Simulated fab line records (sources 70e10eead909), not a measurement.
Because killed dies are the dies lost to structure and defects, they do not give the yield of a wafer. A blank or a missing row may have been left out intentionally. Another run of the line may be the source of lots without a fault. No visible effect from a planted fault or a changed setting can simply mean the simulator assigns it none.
A struck lot beside a sound one :: flow nand-harc :: 14 out of 1302 route steps
Sound: wafers L328.2, L328.4, L328.6. Struck: wafers L318.4, L318.6. (L318.1 of the same lot was not struck and is left out.) The cause comes at the end.
Each step with rows lists, per side, the tool, then ch with its chambers, then its first start. Under that, the readings that differ: sound wafers :: struck wafers :: difference of the means :: sigmas: that difference in standard deviations of wafers without a fault.
alike: readings with means less than 2 such deviations apart, plus words and numbers identical on both sides. not compared: withheld readings, readings lacking a value on some wafer, bounds such as >300 that could conceal the same value, and numbers that have no deviation in the record and whose values overlap.
A row with sigmas, a row that says differs or no value, or rows on one side alone: a step with any of these is where the two part. Non-overlapping numbers with no deviation appear without sigmas and do not part them. Lack of a reading on every wafer of one side parts them only where that side has two or more wafers.

NHARC_A_STAIRCASE_DEP_156: deposits SiNx, target thk 50 nm.
  sound on pecvd-02 ch 1,2, day 22 04:03; struck on pecvd-03 ch 0,2, day 18 05:31
reading: heater-power-w (W)
sound: 558 545 669
struck: 800 709
difference: +164
sigmas: +2
then, 9 steps without rows for these wafers: NHARC_A_STAIRCASE_DEHYDRATE_158 (time 120 s); NHARC_A_STAIRCASE_HMDS_159 (time 30 s); NHARC_A_STAIRCASE_COAT_160; NHARC_A_STAIRCASE_SOFTBAKE_161 (time 170 s); NHARC_A_STAIRCASE_EBR_162; NHARC_A_STAIRCASE_EXPOSE_163 (exposes mask STAIR OPEN); NHARC_A_STAIRCASE_PEB_164 (peb time 130 s); NHARC_A_STAIRCASE_DEVELOP_165 (time 140 s); NHARC_A_STAIRCASE_HARDBAKE_167 (time 140 s).
NHARC_A_STAIRCASE_DESCUM_168: chemistry O2, time 3 s.
  sound on rie-diel-09 ch 1,2,3, day 22 04:59; struck on rie-diel-09 ch 2,3, day 18 06:23
  alike: drypump-motor-current-A, oes-product-au, rf-vpp-V, showerhead-plenum-p-Torr, throttle-valve-pct
  not compared: rf-hours-counter-h
NHARC_A_STAIRCASE_ETCH_169: etches the open film in CH3F/O2, target depth 50 nm, time 107.1 s.
  sound on rie-diel-09 ch 1,2, day 22 05:04; struck on rie-diel-09 ch 0, day 18 06:29
reading: run-length-s (s)
sound: 127.8 128.5 127.5
struck: 58.8 58.5
difference: -69.3
sigmas: -99 or more
  alike: ch3f-flow-sccm, drypump-motor-current-A, oes-product-au, rf-vpp-V, showerhead-plenum-p-Torr, throttle-valve-pct
  not compared: rf-hours-counter-h
NHARC_A_STAIRCASE_ETCH_170: etches the open film in C4F6/O2, target depth 200 nm, time 66.667 s.
  sound on rie-diel-09 ch 0,3; struck on rie-diel-09 ch 3, day 18 06:35
  alike: drypump-motor-current-A, oes-product-au, rf-vpp-V, run-length-s, showerhead-plenum-p-Torr, throttle-valve-pct
  not compared: rf-hours-counter-h
-- the record jumps here: 10 days lie between the struck wafers' starts before and after (it left off in module A_STAIRCASE and takes up again in module END, whose first step shown is number 1302 of the route) --
NHARC_END_SORT_01:
  at this point the record logs the struck wafers (prober-01 ch 0, day 27 22:10) and has no rows for the sound ones

WHERE THEY PART
At NHARC_A_STAIRCASE_DEP_156 first; at NHARC_END_SORT_01 last (within this record only).

WHY: what had been put in by the simulator
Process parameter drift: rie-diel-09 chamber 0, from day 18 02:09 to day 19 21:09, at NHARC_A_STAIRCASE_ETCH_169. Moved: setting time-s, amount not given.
